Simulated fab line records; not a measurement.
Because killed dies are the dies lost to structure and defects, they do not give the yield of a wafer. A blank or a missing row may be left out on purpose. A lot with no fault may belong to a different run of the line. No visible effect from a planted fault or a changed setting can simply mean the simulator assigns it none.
fab line records	flow nand-harc
record: lots: 6	wafers: 18	last-day: 32
route steps=1302 shown A_M0@1164 A_M1@1169
lots that met no fault: from a run of the same line without faults
start-h: hours from the record's first day to the start of the lot's first wafer shown	wait-h: how many hours have passed since the lot's step before this one	" repeats the value in the row above	L1.1+2: a single row standing in for several wafers	- either no value or no given start	* or withheld: withheld	< > ~ a bound
route shown NAME@n: NAME is a module with steps in the file, n the number in the route of the first one	usual: mean/standard deviation taken from wafers without a fault	same: alike in all rows	chamber/n: place in a boat	sites: each site's reading	_std_site: standard deviation across them	_edge_site: mean of outer sites minus mean of inner sites	radius-mm: for every site, how far away it sits from the centre of the wafer	mask NAME#n: copy n	behind: the tool/chamber that last shaped the wafer	hold: what put the lot on hold/how long, in hours/how the hold closed	device: whichever transistor did not switch (one of n, p or np)	end of line: tests run on the same wafers once the route is complete	where a step has no rows: the recipe by itself	killed: dies that structure and defects cost at the first sort, which is not the same as the wafer's yield	map: dies across one wafer; x = killed, . = not, _ = none there
set.NAME: setting as actually run; set.NAME@STEP: the setting as run at that earlier step	model.NAME: the simulator's own value behind a step, which no gauge read
lots at selected steps of the route; one table per step, one row per wafer
services: the hour from which a tool's chamber was out of use, counted from the record's first day as start-h (under 0 if before that day), plus the number of hours and why
== steps ==
step: NHARC_A_M0_SRD_25
step: NHARC_A_M0_INSPECT_27
usual: raw-defect-count: 511/120
lot.wafer	tool	chamber	start-h	wait-h	raw-defect-count
L355.2	defect-inspect-01	-	526.42	0.0	637
L355.4	"	-	"	"	571
L355.6	"	-	"	"	646
L362.2	defect-inspect-02	-	586.82	0.0	533
L362.3	"	-	"	"	575
L362.5	"	-	"	"	516
L368.2	defect-inspect-02	-	658.94	0.0	420
L368.3	"	-	"	"	645
L368.6	"	-	"	"	646
L370.3	defect-inspect-02	-	696.18	0.0	386
L370.5	"	-	"	"	466
L370.6	"	-	"	"	341
L369.2	defect-inspect-02	-	702.90	0.0	437
L369.3	"	-	"	"	505
L369.5	"	-	"	"	350
L372.1	defect-inspect-01	-	714.94	0.0	449
L372.2	"	-	"	"	611
L372.3	"	-	"	"	652
step: NHARC_A_M0_PRE_CLEAN_31
recipe: time-s: 12	temp-c: 370	rf-power-w: 300	gas: NH3
usual: heater-power-w: 593/61
lot.wafer	tool	chamber	start-h	wait-h	heater-power-w
L355.2	pecvd-02	2	526.52	0.1	589
L355.6	"	0	"	"	509
L355.4	"	2	"	"	591
L362.2	pecvd-04	1	587.43	0.6	497
L362.3	"	0	"	"	651
L362.5	"	0	"	"	650
L368.2	pecvd-04	1	659.01	0.1	560
L368.3	"	2	"	"	553
L368.6	"	2	"	"	547
L370.3	pecvd-01	2	696.26	0.1	567
L370.6	"	1	"	"	647
L370.5	"	0	"	"	722
L369.2	pecvd-02	1	702.98	0.1	530
L369.3	"	2	"	"	575
L369.5	"	2	"	"	582
L372.1	pecvd-01	1	715.01	0.1	682
L372.2	"	2	"	"	665
L372.3	"	0	"	"	676
step: NHARC_A_M0_DEP_32
recipe: target-thk-a: 300	temp-c: 370	target-thk-nm: 30	pressure-torr: 3	flow-sccm: 200	rf-w: 450	material: SiCN
usual: heater-power-w: 535/64
lot.wafer	tool	chamber	start-h	wait-h	heater-power-w
L355.2	pecvd-02	2	526.66	0.1	530
L355.6	"	0	"	"	517
L355.4	"	2	"	"	529
L362.2	pecvd-04	1	587.51	0.1	507
L362.3	"	0	"	"	520
L362.5	"	0	"	"	526
L368.2	pecvd-04	1	659.09	0.1	478
L368.3	"	2	"	"	512
L368.6	"	2	"	"	518
L370.3	pecvd-01	2	696.37	0.1	582
L370.6	"	1	"	"	589
L370.5	"	0	"	"	693
L369.2	pecvd-02	1	703.09	0.1	469
L369.3	"	2	"	"	496
L369.5	"	2	"	"	485
L372.1	pecvd-01	1	715.09	0.1	559
L372.2	"	2	"	"	484
L372.3	"	0	"	"	642
step: NHARC_A_M1_DEP_00
recipe: target-thk-a: 1825	target-thk-nm: 182.5	temp-c: withheld	pressure-torr: 5	flow-sccm: 200	rf-w: 600	material: SiOC
step: NHARC_A_M1_DEHYDRATE_01
recipe: temp-c: 150	time-s: 120
step: NHARC_A_M1_HMDS_02
recipe: time-s: 30
step: NHARC_A_M1_COAT_34
recipe: temp-c: 200	time-s: 65
step: NHARC_A_M1_COAT_03
recipe: spin-rpm: 1500	resist-thk-nm: 90
step: NHARC_A_M1_SOFTBAKE_04
recipe: temp-c: 105	time-s: 55
step: NHARC_A_M1_EBR_05
step: NHARC_A_M1_EXPOSE_06
recipe: na: 1.35	target-cd-nm: 120	dose-mj: 75.13	mask-id: A_M1
usual: exposure-dose-mJ-cm2: 75.12/0.075
lot.wafer	tool	chamber	start-h	wait-h	mask	exposure-dose-mJ-cm2
L355.2	arfi-scanner-02	0	527.68	-	A_M1#0	75.30
L355.4	"	0	"	"	A_M1#0	75.26
L355.6	"	0	"	"	A_M1#0	75.15
L362.2	arfi-scanner-03	0	588.62	-	A_M1#0	75.21
L362.3	"	0	"	"	A_M1#0	75.13
L362.5	"	0	"	"	A_M1#0	75.10
L368.2	arfi-scanner-03	0	660.19	-	A_M1#0	119.84
L368.3	"	0	"	"	A_M1#0	119.95
L368.6	"	0	"	"	A_M1#0	119.94
L370.3	arfi-scanner-01	0	697.44	-	A_M1#0	75.15
L370.5	"	0	"	"	A_M1#0	75.12
L370.6	"	0	"	"	A_M1#0	75.15
L369.2	arfi-scanner-03	0	704.16	-	A_M1#0	112.32
L369.3	"	0	"	"	A_M1#0	112.37
L369.5	"	0	"	"	A_M1#0	112.35
L372.1	arfi-scanner-01	0	716.17	-	A_M1#0	75.22
L372.2	"	0	"	"	A_M1#0	75.15
L372.3	"	0	"	"	A_M1#0	75.24
step: NHARC_A_M1_PEB_07
recipe: peb-temp-c: 100	peb-time-s: 65
step: NHARC_A_M1_DEVELOP_08
recipe: develop-time-s: 35	dev-temp-c: 23
step: NHARC_A_M1_CD_MEAS_09
recipe: target-cd-nm: 120	landing-energy-ev: 500
usual: cd-nm: 120.0/0.57
lot.wafer	tool	chamber	start-h	wait-h	cd-nm
L355.2	cd-sem-02	0	527.82	-	119.9
L355.4	"	0	"	"	119.6
L355.6	"	0	"	"	119.5
L362.2	cd-sem-03	0	588.76	-	119.5
L362.3	"	0	"	"	120.2
L362.5	"	0	"	"	119.6
L368.2	cd-sem-02	0	660.33	-	147.9
L368.3	"	0	"	"	147.7
L368.6	"	0	"	"	149.3
L370.3	cd-sem-02	0	697.57	-	119.8
L370.5	"	0	"	"	120.3
L370.6	"	0	"	"	120.0
L369.2	cd-sem-03	0	704.29	-	144.4
L369.3	"	0	"	"	143.9
L369.5	"	0	"	"	143.5
L372.1	cd-sem-03	0	716.31	-	119.9
L372.2	"	0	"	"	120.3
L372.3	"	0	"	"	120.2
step: NHARC_A_M1_OVL_MEAS_10
recipe: pitch-nm: 240
usual: overlay-x-nm: 0.1/0.79	overlay-y-nm: 0.1/0.73
lot.wafer	tool	chamber	start-h	wait-h	overlay-x-nm	overlay-y-nm
L355.2	overlay-02	-	527.90	-	-0.2	-0.8
L355.4	"	-	"	"	-0.1	-0.6
L355.6	"	-	"	"	-0.3	-0.3
L362.2	overlay-02	-	588.85	-	0.2	0.1
L362.3	"	-	"	"	1.0	-0.6
L362.5	"	-	"	"	1.2	0.0
L368.2	overlay-01	-	660.42	-	0.8	1.6
L368.3	"	-	"	"	-0.1	1.2
L368.6	"	-	"	"	0.3	2.4
L370.3	overlay-02	-	697.66	-	0.1	1.7
L370.5	"	-	"	"	-0.2	1.6
L370.6	"	-	"	"	0.1	1.8
L369.2	overlay-02	-	704.38	-	0.3	-0.4
L369.3	"	-	"	"	1.2	0.0
L369.5	"	-	"	"	0.7	-0.9
L372.1	overlay-01	-	716.40	-	0.2	0.9
L372.2	"	-	"	"	0.0	0.4
L372.3	"	-	"	"	0.8	0.6
step: NHARC_A_M1_INSPECT_11
usual: raw-defect-count: 74/37
lot.wafer	tool	chamber	start-h	wait-h	raw-defect-count
L355.2	defect-inspect-01	-	527.94	0.0	62
L355.4	"	-	"	"	61
L355.6	"	-	"	"	70
L362.2	defect-inspect-02	-	588.88	0.0	133
L362.3	"	-	"	"	109
L362.5	"	-	"	"	138
L368.2	defect-inspect-02	-	660.46	0.0	68
L368.3	"	-	"	"	64
L368.6	"	-	"	"	71
L370.3	defect-inspect-02	-	697.69	0.0	63
L370.5	"	-	"	"	65
L370.6	"	-	"	"	77
L369.2	defect-inspect-02	-	704.42	0.0	20
L369.3	"	-	"	"	27
L369.5	"	-	"	"	23
L372.1	defect-inspect-02	-	716.44	0.0	94
L372.2	"	-	"	"	114
L372.3	"	-	"	"	108
step: NHARC_A_M1_DESCUM_14
recipe: time-s: 3	o2-flow-sccm: 200	ar-flow-sccm: 0	bias-power-w: 0	chemistry: O2
usual: drypump-motor-current-A: 5.7/0.48	oes-product-au: 0.998/0.01	rf-vpp-V: 57.7/0.87	showerhead-plenum-p-Torr: 1.89/0.065	throttle-valve-pct: 11.311/0.0097
same: bias-power-w: 0
lot.wafer	tool	chamber	start-h	wait-h	drypump-motor-current-A	oes-product-au	rf-hours-counter-h	rf-vpp-V	showerhead-plenum-p-Torr	throttle-valve-pct	model.A_M1.cd-nm
L355.2	rie-diel-03	2	528.01	0.1	6.2	1.016	3.9	56.6	1.82	11.302	118.9
L355.4	"	3	"	"	5.7	0.988	3.7	57.3	1.92	11.304	119.7
L355.6	"	1	"	"	5.7	0.997	-	58.7	1.84	11.306	119.1
L362.3	rie-diel-03	0	588.94	0.1	5.8	0.991	7.6	58.0	1.85	11.315	119.9
L362.2	"	2	"	"	6.2	1.014	7.6	57.6	1.82	11.318	117.9
L362.5	"	0	"	"	5.8	0.995	-	57.5	1.85	11.300	119.6
L368.2	rie-diel-07	1	660.53	0.1	6.1	0.989	0.1	57.8	1.85	11.322	147.5
L368.3	"	2	"	"	5.0	1.010	0.2	56.6	2.03	11.314	148.1
L368.6	"	0	"	"	6.8	0.984	-	59.2	2.01	11.335	149.2
L370.3	rie-diel-02	2	697.78	0.1	4.9	1.017	3.0	58.6	1.86	11.324	120.6
L370.5	"	3	"	"	5.5	0.992	-	59.6	1.94	11.301	120.8
L370.6	"	0	"	"	6.2	0.996	-	57.1	1.80	11.312	119.8
L369.3	rie-diel-03	1	704.49	0.1	5.7	0.992	1.4	56.7	1.84	11.293	143.7
L369.2	"	3	"	"	5.7	1.003	1.7	58.0	1.92	11.310	143.8
L369.5	"	1	"	"	5.7	0.985	-	57.6	1.84	11.302	143.8
L372.1	rie-diel-03	2	716.50	0.1	6.2	1.003	2.7	58.4	1.82	11.310	119.5
L372.3	"	3	"	"	5.7	1.003	2.5	57.3	1.92	11.310	120
L372.2	"	0	"	"	5.8	0.996	2.3	55.5	1.85	11.322	119.6
step: NHARC_A_M1_ETCH_35
recipe: target-depth-a: 400	overetch-a: 120	time-s: 43.94	ion-energy-ev: 200	n2-flow-sccm: 150	h2-flow-sccm: 150	ar-flow-sccm: 0	rf-w: 400	bias-w: 150	chemistry: N2/H2
usual: drypump-motor-current-A: 5.7/0.47	h2-flow-sccm: 150.0/0.45	n2-flow-sccm: 150.0/0.43	oes-product-au: 0.997/0.011	rf-vpp-V: 429.8/2.1	showerhead-plenum-p-Torr: 2.01/0.07	throttle-valve-pct: 14.171/0.009
lot.wafer	tool	chamber	start-h	wait-h	drypump-motor-current-A	h2-flow-sccm	n2-flow-sccm	oes-product-au	rf-hours-counter-h	rf-vpp-V	showerhead-plenum-p-Torr	throttle-valve-pct
L355.4	rie-diel-03	3	528.08	0.1	5.7	150.1	149.9	0.984	3.7	432.0	2.05	14.163
L355.2	"	2	"	"	6.2	149.3	149.7	1.009	3.9	428.3	1.94	14.158
L355.6	"	0	"	"	5.8	150.2	150.1	0.985	-	428.2	1.97	14.181
L362.3	rie-diel-03	0	589.05	0.1	5.8	149.3	150.2	0.998	7.6	428.6	1.97	14.174
L362.2	"	2	"	"	6.2	149.8	149.9	1.027	7.6	429.0	1.94	14.180
L362.5	"	3	"	"	5.7	150.5	150.0	0.991	-	430.8	2.05	14.180
L368.2	rie-diel-07	0	660.61	0.1	6.7	150.0	150.2	0.995	0.1	432.5	2.15	14.170
L368.3	"	1	"	"	6.2	149.6	150.1	0.985	0.1	426.9	1.97	14.173
L368.6	"	2	"	"	5.0	149.8	150.0	1.002	-	433.8	2.16	14.178
L370.3	rie-diel-02	3	697.84	0.1	5.5	149.3	150.0	0.989	3.3	431.5	2.07	14.172
L370.6	"	2	"	"	4.9	150.0	149.4	1.010	-	430.3	1.98	14.153
L370.5	"	3	"	"	5.5	149.6	150.5	0.993	-	430.1	2.07	14.165
L369.3	rie-diel-03	1	704.56	0.1	5.7	149.8	149.8	0.978	1.4	427.6	1.96	14.159
L369.2	"	2	"	"	6.2	150.8	149.6	0.998	1.8	428.6	1.93	14.177
L369.5	"	2	"	"	6.2	150.4	150.0	1.001	-	428.3	1.93	14.177
L372.2	rie-diel-03	0	716.59	0.1	5.9	150.1	149.9	0.992	2.3	428.3	1.97	14.186
L372.3	"	1	"	"	5.7	150.0	150.5	0.979	2.5	426.8	1.96	14.176
L372.1	"	2	"	"	6.2	150.5	150.0	0.998	2.7	426.4	1.93	14.164
step: NHARC_A_M1_ETCH_15
recipe: target-depth-a: 1825	time-s: 91.2	c4f8-flow-sccm: withheld	ar-flow-sccm: 400	rf-w: 600	bias-w: 300	chemistry: C4F8/Ar
usual: oes-product-au: 0.946/0.023	rf-vpp-V: 440.0/2.2
lot.wafer	tool	chamber	start-h	wait-h	oes-product-au	rf-hours-counter-h	rf-vpp-V
L355.4	rie-diel-03	3	-	-	0.954	3.7	443.2
L355.2	"	0	"	"	0.960	4.7	438.0
L355.6	"	3	"	"	0.956	-	441.6
L362.2	rie-diel-03	0	-	-	0.922	7.6	437.0
L362.3	"	2	"	"	0.943	7.6	438.7
L362.5	"	0	"	"	0.921	-	439.0
L368.2	rie-diel-07	0	-	-	0.955	0.1	443.4
L368.3	"	3	"	"	0.961	0.2	442.4
L368.6	"	0	"	"	0.950	-	443.3
L370.3	rie-diel-02	1	-	-	0.987	2.9	442.8
L370.6	"	3	"	"	0.970	-	441.0
L370.5	"	0	"	"	0.971	-	438.4
L369.2	rie-diel-03	0	-	-	0.953	1.4	439.5
L369.3	"	1	"	"	0.938	1.5	439.2
L369.5	"	0	"	"	0.958	-	439.6
L372.1	rie-diel-03	3	-	-	0.959	2.5	441.0
L372.2	"	0	"	"	0.972	2.3	437.5
L372.3	"	1	"	"	0.960	2.5	437.7
step: NHARC_A_M1_CD_MEAS_16
usual: cd-nm: 119.9/0.84
lot.wafer	tool	chamber	start-h	wait-h	cd-nm
L355.2	cd-sem-02	-	528.31	-	118.8
L355.4	"	-	"	"	119.7
L355.6	"	-	"	"	118.4
L362.2	cd-sem-01	-	589.29	-	118.2
L362.3	"	-	"	"	119.8
L362.5	"	-	"	"	119.4
L368.2	cd-sem-02	-	660.82	-	147.9
L368.3	"	-	"	"	147.5
L368.6	"	-	"	"	149.1
L370.3	cd-sem-01	-	698.06	-	120.4
L370.5	"	-	"	"	120.6
L370.6	"	-	"	"	120.4
L369.2	cd-sem-03	-	704.78	-	143.1
L369.3	"	-	"	"	143.6
L369.5	"	-	"	"	143.4
L372.1	cd-sem-01	-	716.80	-	118.9
L372.2	"	-	"	"	119.3
L372.3	"	-	"	"	120.4
step: NHARC_A_M1_STRIP_18
recipe: power-w: 1000	n2-flow-sccm: 150	h2-flow-sccm: 150	ar-flow-sccm: 0	bias-w: 0	chemistry: N2/H2
usual: drypump-motor-current-A: 5.7/0.46	h2-flow-sccm: 150.0/0.45	n2-flow-sccm: 150.0/0.48	oes-product-au: 0.996/0.0092	rf-vpp-V: 90.6/0.92	showerhead-plenum-p-Torr: 2.01/0.07	throttle-valve-pct: 14.173/0.0096
lot.wafer	tool	chamber	start-h	wait-h	drypump-motor-current-A	h2-flow-sccm	n2-flow-sccm	oes-product-au	rf-hours-counter-h	rf-vpp-V	showerhead-plenum-p-Torr	throttle-valve-pct
L355.2	rie-diel-02	2	528.38	0.1	4.9	149.9	149.7	0.991	3.3	89.9	1.99	14.163
L355.4	"	3	"	"	5.5	150.2	150.2	1.009	3.7	89.0	2.07	14.162
L355.6	"	3	"	"	5.5	150.8	149.4	1.001	-	90.4	2.07	14.172
L362.3	rie-diel-07	3	589.39	0.1	5.5	149.5	149.6	1.001	5.4	90.3	2.07	14.176
L362.2	"	1	"	"	6.2	151.1	149.6	1.002	5.0	91.0	1.97	14.163
L362.5	"	3	"	"	5.5	149.7	149.6	0.993	-	92.3	2.07	14.159
L368.2	rie-diel-02	3	660.90	0.1	5.5	150.3	149.7	0.995	2.3	91.9	2.07	14.179
L368.3	"	2	"	"	4.9	149.4	150.0	1.010	2.0	90.2	1.98	14.183
L368.6	"	0	"	"	6.2	149.9	150.1	1.003	-	89.7	1.92	14.153
L370.3	rie-diel-02	2	698.13	0.1	4.9	150.3	150.5	1.013	3.1	90.5	1.98	14.176
L370.5	"	2	"	"	4.9	149.7	150.1	1.004	-	89.9	1.98	14.170
L370.6	"	3	"	"	5.5	150.7	150.4	0.994	-	91.2	2.07	14.168
L369.2	rie-diel-03	1	704.91	0.1	5.7	149.5	150.7	0.980	1.5	90.3	1.96	14.188
L369.3	"	2	"	"	6.2	150.3	149.7	1.009	1.8	91.2	1.93	14.177
L369.5	"	3	"	"	5.7	149.7	149.0	1.008	-	91.8	2.05	14.172
L372.3	rie-diel-07	3	716.87	0.1	5.5	150.6	150.3	0.998	4.0	91.0	2.07	14.168
L372.2	"	0	"	"	6.7	150.2	149.9	0.989	4.0	90.9	2.14	14.175
L372.1	"	1	"	"	6.2	149.9	149.3	1.000	3.3	92.0	1.97	14.182
step: NHARC_A_M1_ETCH_28
recipe: target-depth-a: 300	over-etch-frac: 0.3	time-s: 72.99	ion-energy-ev: 150	cf4-flow-sccm: 50	n2-flow-sccm: 100	ar-flow-sccm: 150	rf-w: 300	bias-w: 100	chemistry: CF4/N2
usual: drypump-motor-current-A: 5.7/0.45	n2-flow-sccm: 100.00/0.3	oes-product-au: 0.998/0.011	rf-vpp-V: 313.5/1.6	showerhead-plenum-p-Torr: 2.59/0.083	throttle-valve-pct: 19.795/0.0088
lot.wafer	tool	chamber	start-h	wait-h	drypump-motor-current-A	n2-flow-sccm	oes-product-au	rf-hours-counter-h	rf-vpp-V	showerhead-plenum-p-Torr	throttle-valve-pct	model.A_M1.cd-nm
L355.4	rie-diel-02	3	-	-	5.5	100.01	1.011	3.8	314.2	2.66	19.789	119.2
L355.2	"	0	"	"	6.2	99.51	1.010	4.1	313.1	2.48	19.778	118.6
L355.6	"	0	"	"	6.2	99.61	1.013	-	311.0	2.48	19.800	118.8
L362.3	rie-diel-07	3	-	-	5.5	100.23	0.996	5.5	313.4	2.66	19.806	119.5
L362.2	"	0	"	"	6.7	99.72	1.011	5.2	315.1	2.75	19.802	118.5
L362.5	"	2	"	"	5.0	100.62	1.001	-	315.3	2.77	19.799	119.8
L368.2	rie-diel-02	1	-	-	5.5	100.06	0.994	2.1	314.2	2.67	19.804	147.7
L368.3	"	3	"	"	5.5	100.16	0.996	2.3	314.4	2.66	19.790	147.1
L368.6	"	1	"	"	5.5	99.92	0.995	-	314.8	2.67	19.803	149.8
L370.3	rie-diel-02	2	-	-	4.9	100.11	1.016	3.1	312.6	2.56	19.803	120.2
L370.5	"	1	"	"	5.5	100.39	1.006	-	314.0	2.67	19.795	120
L370.6	"	2	"	"	4.9	100.02	1.011	-	312.0	2.56	19.795	120.6
L369.2	rie-diel-03	1	-	-	5.8	100.13	0.980	1.6	313.1	2.53	19.807	142.8
L369.3	"	3	"	"	5.7	99.33	1.005	1.8	313.0	2.63	19.789	144
L369.5	"	1	"	"	5.8	100.20	0.994	-	312.6	2.53	19.786	142.1
L372.2	rie-diel-07	0	-	-	6.7	100.24	1.000	4.1	316.3	2.75	19.780	119.1
L372.1	"	1	"	"	6.2	100.24	0.991	3.3	312.1	2.54	19.806	119.4
L372.3	"	3	"	"	5.5	99.55	1.008	4.1	314.4	2.66	19.793	120.1
step: NHARC_A_M1_STRIP_19
recipe: time-s: 600	temp-c: 30	chemistry: post-etch-residue-remover
== services ==
tool	chamber	start-h	hours	kind
arfi-scanner-03	-	551.54	4.0	pm
arfi-scanner-01	-	551.87	2.6	repair
arfi-scanner-03	-	562.37	7.1	repair
arfi-scanner-01	-	566.28	0.2	repair
rie-diel-02	-	570.70	9.0	pm
arfi-scanner-02	-	572.82	3.3	repair
rie-diel-03	1	585.83	3.7	repair
pecvd-02	-	589.23	13.0	pm
arfi-scanner-01	-	596.00	4.0	pm
rie-diel-07	1	603.77	6.5	repair
pecvd-02	0	609.25	15.8	repair
pecvd-01	1	614.62	20.6	repair
pecvd-04	-	631.12	13.0	pm
rie-diel-03	-	635.30	9.0	pm
rie-diel-07	-	648.20	9.0	pm
arfi-scanner-02	-	656.00	4.0	pm
pecvd-04	2	656.06	2.1	repair
arfi-scanner-02	-	667.80	1.1	repair
pecvd-01	-	673.00	13.0	pm
arfi-scanner-03	-	684.74	3.3	repair
rie-diel-07	1	692.96	6.3	repair
arfi-scanner-03	-	697.17	4.1	repair
arfi-scanner-01	-	709.32	0.6	repair
rie-diel-07	2	709.67	7.9	repair
== key ==
first-sign: step: NHARC_A_M1_EXPOSE_06	reading: exposure-dose-mJ-cm2	direction: up	sigmas: 99+	usual: 75.12	struck: 116.13
effect: step: NHARC_A_M1_CD_MEAS_09	reading: cd-nm	direction: up	sigmas: 46	usual: 120.0	struck: 146.1	through: control-loop
effect: step: NHARC_A_M1_CD_MEAS_16	reading: cd-nm	direction: up	sigmas: 31	usual: 119.9	struck: 145.8	through: control-loop
model-effect: step: NHARC_A_M1_DESCUM_14	value: A_M1.cd-nm	without: 120.1	struck: 146
model-effect: step: NHARC_A_M1_ETCH_28	value: A_M1.cd-nm	without: 119.6	struck: 145.6
met-at NHARC_A_M1_EXPOSE_06
struck-wafers L368.2,L368.3,L368.6,L369.2,L369.3,L369.5
later-rows-left-out L368.2,L368.3,L368.6,L369.2,L369.3,L369.5
sort-left-out L368.2,L368.3,L368.6,L369.2,L369.3,L369.5
loop-trim: step: NHARC_A_M1_EXPOSE_06	setting: dose	lots: L369
onset-between 588.62 660.19
fault: kind: process-parameter-drift	tool: arfi-scanner-03	chamber: -	onset-h: 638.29	steps: NHARC_A_M1_EXPOSE_06	channel: dose-mj	offset: 44.886	shape: step	acts-in: these-recipes-only	stated: 75.13
sort-left-out: the simulated sort isn't trusted on such a fault, so these wafers' sort isn't shown, and their yield isn't known
later-rows-left-out: the simulator's readings of these wafers behind a module that went badly wrong aren't trusted and aren't shown, but for the sort
loop-trim: a control loop set the setting to another value than it would have without faults
